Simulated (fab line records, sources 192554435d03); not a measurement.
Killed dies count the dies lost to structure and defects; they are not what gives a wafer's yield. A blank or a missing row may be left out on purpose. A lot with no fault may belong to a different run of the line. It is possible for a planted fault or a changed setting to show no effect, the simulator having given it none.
Matching of chambers ; flow n5 finfet ; N5_BEOL_M0_ALD_136 on ald metal-01 has 4 sister chambers
The step deposits TaN, pulse time 2 s, purge time 3 s, co reactant purge time 2 s. 4 wafers are shown with their chamber, then 7 later ones without.

== EACH WAFER AND ITS CHAMBER ==
wafer;chamber;heater power w (W)
L454.6;2;419
L458.3;1;367
L466.1;0;430
L466.3;3;448

== WAFERS WITH NO CHAMBER GIVEN ==
wafer;heater power w (W)
L466.6;414
L465.1;429
L465.3;432
L465.4;377
L470.3;404
L470.4;431
L470.5;445

== WHICH CHAMBER EACH WENT THROUGH ==
wafer;from the rows above;in truth
L466.6;can't be placed: 2 or 0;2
L465.1;can't be placed: 0 or 2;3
L465.3;can't be placed: 0 or 2 or 3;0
L465.4;1;1
L470.3;can't be placed: 2 or 0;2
L470.4;can't be placed: 0 or 2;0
L470.5;can't be placed: 3 or 0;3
Correctly placed: 1 of 7. These rows do not allow placing 6 (true chamber among the candidates in 5). Wrongly placed: 0.
How it was worked out, from the rows above alone: a wafer's distance from a chamber is the root of the sum, over the readings, of the square of ((its reading less the chamber's mean) divided by the reading's scatter). The wafer belongs to the nearest chamber; if the next one is less than 2 further off, it can't be placed. For every chamber, the mean is computed from those of its wafers that are shown. The scatter: with one shown wafer a chamber, the root of the mean of the squares of how far each hidden wafer lies from its nearest shown one.
